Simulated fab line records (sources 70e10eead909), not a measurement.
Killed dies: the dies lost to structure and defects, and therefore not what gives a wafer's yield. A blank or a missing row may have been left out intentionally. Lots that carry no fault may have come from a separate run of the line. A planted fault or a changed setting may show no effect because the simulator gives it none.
The tool behind it: which one?	flow nand_harc	12 lots, 36 wafers sampled, at 5 steps of a route of 1302

## WHAT THE GAUGES SHOWED, per wafer
NHARC_END_SORT_01. Usual: defect_limited_yield 91 % (standard deviation 3.4); killed_at_array 55 (standard deviation 23); killed_at_other 1.0 (standard deviation 1.2); killed_at_periphery 3.2 (standard deviation 2.7); killed_dies 59 (standard deviation 23); killed_open 3.1 (standard deviation 1.6); killed_short 2.2 (standard deviation 1.5).
lot	measured	on	defect_limited_yield (%)	killed_at_array	killed_at_other	killed_at_periphery	killed_dies	killed_open	killed_short	flag
L153	day 24 21:58	prober-01	94 94 93	41 41 41	0 0 0	0 3 4	41 44 45	4 5 4	3 1 3	
L154	day 25 00:15	prober-02	83 83 82	112 116 117	0 0 3	3 1 2	115 117 122	4 2 5	1 1 2	
L163	day 28 01:38	prober-02	86 88 89	89 73 69	4 4 4	4 2 2	97 79 75	6 2 1	3 2 5	
L164	day 29 02:59	prober-02	84 87 85	100 86 96	3 2 2	3 2 2	106 90 100	5 6 3	1 2 0	
L169	day 31 14:59	prober-01	90 89 88	63 69 76	0 1 0	8 2 3	71 72 79	3 3 2	4 3 3	
L171	day 32 17:45	prober-01	87 88 90	84 81 65	0 1 0	3 1 0	87 83 65	3 3 2	2 0 2	
L172	day 32 08:07	prober-01	88 88 88	82 78 76	0 0 0	1 1 4	83 79 80	5 3 3	3 1 1	
L175	day 33 14:23	prober-02	94 92 91	41 47 55	1 4 2	1 3 1	43 54 58	2 4 1	2 2 4	

## WHICH TOOL RAN EACH LOT (tool, then ch and the chambers of the sampled wafers, then the start)
lot	NHARC_P_M1_STRIP_18	NHARC_P_M1_CMP_23	NHARC_P_M2_SOFTBAKE_04	NHARC_P_M2_ETCH_35
L153	rie_diel-03 ch 0,2,3, day 6 14:31	cmp-03 ch 0,1,2, day 6 16:16	litho_track-01 ch 0, day 6 17:00	rie_diel-12 ch 0,1,2, day 6 18:25
L154	rie_diel-08 ch 1,2, day 7 06:50	cmp-03 ch 0,1,3, day 7 08:37	litho_track-04 ch 0, day 7 10:00	rie_diel-10 ch 0,1,2, day 7 10:42
L159	rie_diel-08 ch 1,2, day 8 17:53	cmp-04 ch 0,3, day 8 19:36	litho_track-06 ch 0, day 8 21:00	rie_diel-12 ch 0,1,2, day 8 21:39
L162	rie_diel-03 ch 2,3, day 10 04:20	cmp-03 ch 2,3, day 10 06:05	litho_track-04 ch 0, day 10 07:00	rie_diel-12 ch 0,1,2, day 10 08:05
L163	rie_diel-03 ch 0,3, day 10 07:31	cmp-02 ch 1,3, day 10 09:14	litho_track-06 ch 0, day 10 10:00	rie_diel-12 ch 0,1,2, day 10 11:20
L164	rie_diel-03 ch 1,2, day 10 15:19	cmp-04 ch 0,1,2, day 10 17:07	litho_track-01 ch 0, day 10 18:00	rie_diel-12 ch 1,2, day 10 19:20
L169	rie_diel-06 ch 0,2,3, day 12 21:35	cmp-02 ch 0,2,3, day 12 23:43	litho_track-06 ch 0, day 13 01:00	rie_diel-12 ch 0,1,2, day 13 01:53
L171	rie_diel-03 ch 0,2,3, day 13 20:52	cmp-03 ch 1,2,3, day 13 22:36	litho_track-06 ch 0, day 13 23:00	rie_diel-10 ch 1,2,3, day 14 00:34
L172	rie_diel-08 ch 0,1,2, day 14 03:57	cmp-02 ch 1,2,3, day 14 05:50	litho_track-06 ch 0, day 14 07:00	rie_diel-12 ch 1,3, day 14 07:57
L174	rie_diel-08 ch 0,2, day 14 22:20	cmp-03 ch 2,3, day 15 00:02	litho_track-04 ch 0, day 15 01:00	rie_diel-04 ch 1,3, day 15 02:11
L175	rie_diel-06 ch 0,2,3, day 15 11:19	cmp-03 ch 0,1,3, day 15 13:06	litho_track-01 ch 0, day 15 14:00	rie_diel-04 ch 0,1,3, day 15 15:03
L176	rie_diel-06 ch 1,2,3, day 15 18:45	cmp-03 ch 0,1,3, day 15 20:28	litho_track-01 ch 0, day 15 21:00	rie_diel-12 ch 0,1,3, day 15 22:36
- NHARC_P_M1_STRIP_18: strips in N2/H2.
- NHARC_P_M1_CMP_23: polishes, t overpolish 20 s, target thk 157.82 nm.
- NHARC_P_M2_SOFTBAKE_04: time 55 s.
- NHARC_P_M2_ETCH_35: etches the open film in N2/H2, target depth 40 nm, overetch 12 nm, time 43.94 s.

## AS READ BY THE TOOLS THEMSELVES (means over the sampled wafers that have a number; for cases with no such wafer, the mark the record gives instead)
NHARC_P_M1_STRIP_18. Usual: drypump_motor_current_A 5.5 A, standard deviation 0.5; oes_product_au 1.001 a.u., standard deviation 0.0088; rf_vpp_V 90.8 V, standard deviation 1.1; showerhead_plenum_p_Torr 2.06 Torr, standard deviation 0.098; throttle_valve_pct 14.171 %, standard deviation 0.0092.
lot	tool	drypump_motor_current_A (A)	oes_product_au (a.u.)	rf_vpp_V (V)	showerhead_plenum_p_Torr (Torr)	throttle_valve_pct (%)	flag
L153	rie_diel-03	5.7	0.995	90.9	2.07	14.177	
L154	rie_diel-08	5.6	1.000	90.8	2.00	14.172	
L159	rie_diel-08	5.6	0.993	89.9	1.99	14.165	
L162	rie_diel-03	6.0	0.995	91.4	2.12	14.172	
L163	rie_diel-03	5.1	0.999	90.2	2.05	14.176	
L164	rie_diel-03	5.5	0.998	90.9	2.03	14.173	
L169	rie_diel-06	5.5	0.995	91.2	2.06	14.169	
L171	rie_diel-03	5.6	0.994	90.9	2.07	14.165	
L172	rie_diel-08	5.6	1.007	91.2	2.07	14.171	
L174	rie_diel-08	5.6	0.998	90.6	1.99	14.168	
L175	rie_diel-06	5.5	0.992	90.2	2.06	14.175	
L176	rie_diel-06	5.5	1.001	91.3	2.08	14.171	

NHARC_P_M1_CMP_23. Usual: motor_current_A 12.1 A, standard deviation 1.1; time_to_endpoint_s 28.3 s, standard deviation 3.
lot	tool	motor_current_A (A)	time_to_endpoint_s (s)	flag
L153	cmp-03	12.8	29.1	
L154	cmp-03	12.0	24.9	
L159	cmp-04	11.4	30.5	
L162	cmp-03	11.2	26.2	
L163	cmp-02	12.4	26.8	
L164	cmp-04	12.2	27.3	
L169	cmp-02	12.4	29.2	
L171	cmp-03	12.0	27.9	
L172	cmp-02	12.3	29.7	
L174	cmp-03	11.9	25.4	
L175	cmp-03	11.8	29.6	
L176	cmp-03	11.9	27.0	

NHARC_P_M2_SOFTBAKE_04. Usual: 188.47 W for heater_power_total_W, sd 0.15.
lot	tool	heater_power_total_W (W)	flag
L153	litho_track-01	188.56	
L154	litho_track-04	188.45	
L159	litho_track-06	188.61	
L162	litho_track-04	188.39	
L163	litho_track-06	188.39	
L164	litho_track-01	188.52	
L169	litho_track-06	323.14	OFF
L171	litho_track-06	323.27	OFF
L172	litho_track-06	323.25	OFF
L174	litho_track-04	188.46	
L175	litho_track-01	188.48	
L176	litho_track-01	188.40	

NHARC_P_M2_ETCH_35. Usual: drypump_motor_current_A 5.5 A, standard deviation 0.41; oes_product_au 1.005 a.u., standard deviation 0.011; rf_vpp_V 430.9 V, standard deviation 2; showerhead_plenum_p_Torr 2.06 Torr, standard deviation 0.065; throttle_valve_pct 14.173 %, standard deviation 0.0094.
lot	tool	drypump_motor_current_A (A)	oes_product_au (a.u.)	rf_vpp_V (V)	showerhead_plenum_p_Torr (Torr)	throttle_valve_pct (%)	flag
L153	rie_diel-12	5.5	1.015	430.6	2.06	14.175	
L154	rie_diel-10	5.3	0.988	430.0	2.02	14.177	
L159	rie_diel-12	5.5	1.020	430.5	2.05	14.166	
L162	rie_diel-12	5.5	1.017	430.9	2.05	14.178	
L163	rie_diel-12	5.5	1.011	431.1	2.05	14.173	
L164	rie_diel-12	5.5	1.008	429.1	2.00	14.172	
L169	rie_diel-12	5.5	1.007	430.2	2.05	14.191	
L171	rie_diel-10	5.6	1.001	432.5	2.10	14.170	
L172	rie_diel-12	5.4	1.002	432.2	2.08	14.178	
L174	rie_diel-04	5.6	0.996	429.1	2.00	14.169	
L175	rie_diel-04	5.6	1.002	429.3	2.00	14.173	
L176	rie_diel-12	5.4	0.997	432.2	2.09	14.174	

## THE ANSWER, worked out from the rows above alone
Rule: take the mean of a lot's wafers that have a number; if it is more than 3 standard deviations from the usual mean, the lot is off. A lot without any number at a reading at which 4 lots or more have one is off too. The other lots that the step has rows for count as sound. The gauges are gone through in route order, then the tools' own readings, and for those a lot's mean is taken as printed above. The first step at which some lot is off is used, and at that step the reading that is off furthest; a lot without a number counts as furthest.
Off at NHARC_P_M2_SOFTBAKE_04 (heater_power_total_W): L169, L171, L172.
If a tool, at that step or one of the process steps before it, ran each lot that is off and ran no sound lot following the first of them, it fits. One candidate fits, namely litho_track-06 at NHARC_P_M2_SOFTBAKE_04. Its last sound lot is L163 (day 10 10:00), its first lot that is off L169 (day 13 01:00): a fault that began between those two fits.
The tool's own readings at NHARC_P_M2_SOFTBAKE_04 bear it out: on the lots that are off they differ by more than 5 times the standard deviation of the sound lots' means. heater_power_total_W reads 323.22 W there against 188.47 W on the sound lots.

## WHAT THE SIMULATOR HAD INSERTED
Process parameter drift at NHARC_P_M2_SOFTBAKE_04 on litho_track-06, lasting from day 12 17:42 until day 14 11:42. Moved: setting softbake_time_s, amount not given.
Struck lots among those shown: L169, L172, L171. The rule above found the same.
